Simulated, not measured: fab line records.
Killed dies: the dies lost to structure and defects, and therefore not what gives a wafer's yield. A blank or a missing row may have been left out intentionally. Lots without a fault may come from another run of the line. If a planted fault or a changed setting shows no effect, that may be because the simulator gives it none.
Split-lot trial || flow n5Finfet || 21 wafers read from 7 lots, route of 1938 steps

ON THE SPLIT
At N5_BEOL_M15_ILD_DEP_00 (deposits SiO2 from TEOS/O2, target thk 1629.3 nm, time 346.1 s), the setting timeS was moved away from the recipe's 346.1 s on 5 of the 21 wafers read, by -14.5% to +12.0%. The other wafers ran this setting at the recipe's value.

Split to reading: the file shows no intervening step.

THE READING
M15_ILD_THK (nm), taken at N5_BEOL_M15_THK_MEAS_01. A value of 1630 nm with a standard deviation of 20 nm is what fault-free wafers of this fab line usually give.

{"wafer": "L075.4", "tool, chamber at the split": "pecvd-04, 0", "timeS as run, s": 346.1, "against the recipe": "recipe", "M15_ILD_THK, nm": 1664, "against lot-mates on the recipe": "-"}
{"wafer": "L075.5", "tool, chamber at the split": "pecvd-04, 2", "timeS as run, s": 346.1, "against the recipe": "recipe", "M15_ILD_THK, nm": 1654, "against lot-mates on the recipe": "-"}
{"wafer": "L075.6", "tool, chamber at the split": "pecvd-04, 1", "timeS as run, s": 346.1, "against the recipe": "recipe", "M15_ILD_THK, nm": 1635, "against lot-mates on the recipe": "-"}
{"wafer": "L077.1", "tool, chamber at the split": "pecvd-04, 1", "timeS as run, s": 346.1, "against the recipe": "recipe", "M15_ILD_THK, nm": 1651, "against lot-mates on the recipe": "-"}
{"wafer": "L077.2", "tool, chamber at the split": "pecvd-04, 0", "timeS as run, s": 387.8, "against the recipe": "+12.0%", "M15_ILD_THK, nm": 1815, "against lot-mates on the recipe": "+165"}
{"wafer": "L077.5", "tool, chamber at the split": "pecvd-04, 2", "timeS as run, s": 346.1, "against the recipe": "recipe", "M15_ILD_THK, nm": 1649, "against lot-mates on the recipe": "-"}
{"wafer": "L076.1", "tool, chamber at the split": "pecvd-02, 1", "timeS as run, s": 346.1, "against the recipe": "recipe", "M15_ILD_THK, nm": 1608, "against lot-mates on the recipe": "-"}
{"wafer": "L076.3", "tool, chamber at the split": "pecvd-02, 2", "timeS as run, s": 346.1, "against the recipe": "recipe", "M15_ILD_THK, nm": 1594, "against lot-mates on the recipe": "-"}
{"wafer": "L076.6", "tool, chamber at the split": "pecvd-02, 0", "timeS as run, s": 346.1, "against the recipe": "recipe", "M15_ILD_THK, nm": 1646, "against lot-mates on the recipe": "-"}
{"wafer": "L078.1", "tool, chamber at the split": "pecvd-04, 0", "timeS as run, s": 364.3, "against the recipe": "+5.3%", "M15_ILD_THK, nm": 1733, "against lot-mates on the recipe": "+69"}
{"wafer": "L078.4", "tool, chamber at the split": "pecvd-04, 2", "timeS as run, s": 346.1, "against the recipe": "recipe", "M15_ILD_THK, nm": 1664, "against lot-mates on the recipe": "-"}
{"wafer": "L078.5", "tool, chamber at the split": "pecvd-04, 0", "timeS as run, s": 364.3, "against the recipe": "+5.3%", "M15_ILD_THK, nm": 1738, "against lot-mates on the recipe": "+74"}
{"wafer": "L092.3", "tool, chamber at the split": "pecvd-02, 0", "timeS as run, s": 346.1, "against the recipe": "recipe", "M15_ILD_THK, nm": 1642, "against lot-mates on the recipe": "-"}
{"wafer": "L092.4", "tool, chamber at the split": "pecvd-02, 0", "timeS as run, s": 346.1, "against the recipe": "recipe", "M15_ILD_THK, nm": 1631, "against lot-mates on the recipe": "-"}
{"wafer": "L092.5", "tool, chamber at the split": "pecvd-02, 2", "timeS as run, s": 346.1, "against the recipe": "recipe", "M15_ILD_THK, nm": 1624, "against lot-mates on the recipe": "-"}
{"wafer": "L095.3", "tool, chamber at the split": "pecvd-04, 0", "timeS as run, s": 295.8, "against the recipe": "-14.5%", "M15_ILD_THK, nm": 1364, "against lot-mates on the recipe": -269}
{"wafer": "L095.4", "tool, chamber at the split": "pecvd-04, 2", "timeS as run, s": 346.1, "against the recipe": "recipe", "M15_ILD_THK, nm": 1633, "against lot-mates on the recipe": "-"}
{"wafer": "L095.5", "tool, chamber at the split": "pecvd-04, 1", "timeS as run, s": 295.8, "against the recipe": "-14.5%", "M15_ILD_THK, nm": 1418, "against lot-mates on the recipe": -215}
{"wafer": "L096.1", "tool, chamber at the split": "pecvd-03, 0", "timeS as run, s": 346.1, "against the recipe": "recipe", "M15_ILD_THK, nm": 1638, "against lot-mates on the recipe": "-"}
{"wafer": "L096.2", "tool, chamber at the split": "pecvd-03, 1", "timeS as run, s": 346.1, "against the recipe": "recipe", "M15_ILD_THK, nm": 1622, "against lot-mates on the recipe": "-"}
{"wafer": "L096.4", "tool, chamber at the split": "pecvd-03, 1", "timeS as run, s": 346.1, "against the recipe": "recipe", "M15_ILD_THK, nm": 1630, "against lot-mates on the recipe": "-"}

FIT RESULTS
A straight line over all 21 wafers: M15_ILD_THK changes by +16.6 nm for each +1% of timeS; r = +0.98; the points scatter about the line by 20 nm.
The same after taking each lot's own level away (the mean of its wafers on the recipe; 21 wafers): +15.7 nm for each +1%; r = +0.99; scatter 16 nm.
The reading moves by 2.3e+02 nm for the largest change in timeS, on that fit.
From 1616.0 to 1664.0 nm: that is the span of the lots' own levels, equal to 2.4 times the standard deviation above.
The two slopes agree, so the slope changes little with the lot-to-lot level.
Check: -208 nm against its lot-mates is what the line predicts for one of the wafers moved furthest among these (-14.5%) when that wafer is left out of the fit. It came out at -269 nm against them.

ADDITIONAL SPLITS CARRIED BY THESE WAFERS
Note: prior to the reading, these wafers also went through further splits. Each is held against what the fit with the lots' levels taken away leaves over:
{"other split on the same wafers": "N5_BEOL_M14_SPUTTER_43 powerW", "wafers away from the commonest value": 8, "r with M15_ILD_THK (lot level and that fit taken away)": "+0.12"}

THE WHOLE CHAIN: every reading that the file lists as answering this split, in the file's order
{"step": "N5_BEOL_M15_ILD_DEP_00", "what it does": "deposits SiO2 from TEOS/O2, target thk 1629.3 nm, time 346.1 s", "reading": "SiO2_of_BEOL_M15_ILD_DEP_00.thkNm (the simulator's own value, which no gauge read)", "change (the file's fit)": "+15.3 nm for each +1% of the setting", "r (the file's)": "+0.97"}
{"step": "N5_BEOL_M15_THK_MEAS_01", "what it does": "", "reading": "M15_ILD_THK", "change (the file's fit)": "+15.3 for each +1% of the setting", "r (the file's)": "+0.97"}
{"step": "N5_BEOL_M15_VIA_ETCH_16", "what it does": "etches SiO2 in C4F8/O2/Ar, target depth 1792.2 nm", "reading": "etch.depthNm (the simulator's own value, which no gauge read)", "change (the file's fit)": "+15.3 nm for each +1% of the setting", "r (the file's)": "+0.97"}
{"step": "N5_BEOL_M15_VIA_ETCH_16", "what it does": "etches SiO2 in C4F8/O2/Ar, target depth 1792.2 nm", "reading": "coat_of_BEOL_M15_COAT_04.thkNm (the simulator's own value, which no gauge read)", "change (the file's fit)": "-3.83 nm for each +1% of the setting", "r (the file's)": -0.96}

THE FILE'S OWN FIT
M15_ILD_THK changes by +15.3 nm for each +1% of timeS, r = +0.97.
